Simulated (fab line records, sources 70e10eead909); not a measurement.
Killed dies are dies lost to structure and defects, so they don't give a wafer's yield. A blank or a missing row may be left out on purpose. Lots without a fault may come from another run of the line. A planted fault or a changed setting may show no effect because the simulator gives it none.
Which tool did it? | flow nand_harc | 6 lots, 18 wafers sampled, at 1 step of a route of 1159

WHAT THE GAUGES READ, wafer by wafer
NHARC_P_START_INSPECT_01.
lot  | measured    | on                | raw_defect_count
L518 | day 1 18:02 | defect_inspect-01 | 3 5 5
L523 | day 3 00:02 | defect_inspect-02 | 4 3 6
L525 | day 3 12:02 | defect_inspect-01 | 2 3 5
L534 | day 5 18:02 | defect_inspect-02 | 1 1 6
L536 | day 6 06:02 | defect_inspect-02 | 5 2 3
L539 | day 7 00:02 | defect_inspect-02 | 6 3 7

WHICH TOOL RAN EACH LOT (tool, then ch and the chambers of the sampled wafers, then the start)
The record holds no process step before these readings.

THE ANSWER, worked out from the rows above alone
Rule: what is usual is taken from the lots themselves. Put in order of their means at a reading, lots are off if they are a third of the lots or fewer, leave a main group of 4 or more, and stand apart from it by a gap of 3 or more times the standard deviation of the main group's means; of several such gaps the widest counts. A main group whose means are all the same, to the digits that the tables above print for the reading, isn't used. A lot without any number at a reading at which 4 lots or more have one is off too. The other lots that the step has rows for count as sound.
No lot is off at any reading shown: from this, nothing can be told.

WHAT THE SIMULATOR HAD PUT IN
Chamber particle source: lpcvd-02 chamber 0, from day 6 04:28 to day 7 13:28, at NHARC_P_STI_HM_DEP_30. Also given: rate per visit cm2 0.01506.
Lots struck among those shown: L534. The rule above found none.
